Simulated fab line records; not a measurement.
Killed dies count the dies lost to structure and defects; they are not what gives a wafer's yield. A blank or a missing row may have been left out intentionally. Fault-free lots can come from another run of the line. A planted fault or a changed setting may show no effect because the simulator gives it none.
Matching of chambers    flow n5_finfet    cvd_co-01 running N5_BEOL_M1_PRE_CLEAN_60: 3 sister chambers
The step time 15 s. 36 wafers are shown with their chamber, then 12 later ones without.

WAFERS, EACH WITH ITS CHAMBER
wafer   chamber  heater_power_w (W)
L076.1  0        90
L076.3  2        94
L076.6  2        93
L078.3  0        93
L078.4  2        93
L078.5  0        93
L079.3  2        93
L079.4  0        92
L079.6  1        116
L074.1  2        90
L074.5  1        112
L074.6  0        92
L080.1  2        90
L080.3  1        111
L080.6  0        92
L081.2  0        95
L081.3  2        94
L081.5  2        94
L082.1  1        114
L082.2  2        91
L082.4  0        93
L086.1  0        91
L086.3  1        113
L086.6  2        94
L087.1  1        114
L087.3  2        92
L087.6  2        95
L088.2  0        94
L088.3  2        93
L088.5  0        93
L089.2  1        116
L089.3  0        95
L089.4  0        94
L092.3  2        94
L092.4  0        92
L092.6  2        92

SIGNATURES (means of the wafers above)
reading         chamber 0  chamber 1  chamber 2  scatter within a chamber
heater_power_w  92.79      113.71     92.80      1.56
Rule: for each reading, subtract the chamber's mean from the wafer's reading, divide by that reading's scatter and square the result; add these up over the readings and take the root, which gives the wafer's distance from the chamber. If the next closest chamber is less than 2 further off than the closest, the wafer can't be placed; otherwise it belongs to the closest. The scatter is the square root of a quotient: the sum, over the shown wafers, of each reading's squared deviation from its chamber's mean, divided by wafers minus chambers.

WAFERS WITHOUT THEIR CHAMBER
wafer   heater_power_w (W)
L091.3  95
L091.5  92
L091.6  113
L093.1  93
L093.2  113
L093.4  113
L095.2  117
L095.3  97
L095.4  116
L096.2  92
L096.3  116
L096.4  94

CHAMBER TAKEN BY EACH
wafer   from the rows above      in truth
L091.3  can't be placed: 2 or 0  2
L091.5  can't be placed: 0 or 2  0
L091.6  1                        1
L093.1  can't be placed: 2 or 0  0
L093.2  1                        1
L093.4  1                        1
L095.2  1                        1
L095.3  can't be placed: 2 or 0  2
L095.4  1                        1
L096.2  can't be placed: 0 or 2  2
L096.3  1                        1
L096.4  can't be placed: 2 or 0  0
Correct placement for 6 of the 12. Cannot be placed on the basis of these rows: 6; the candidates contain the true chamber in 6. Placed wrongly: 0.
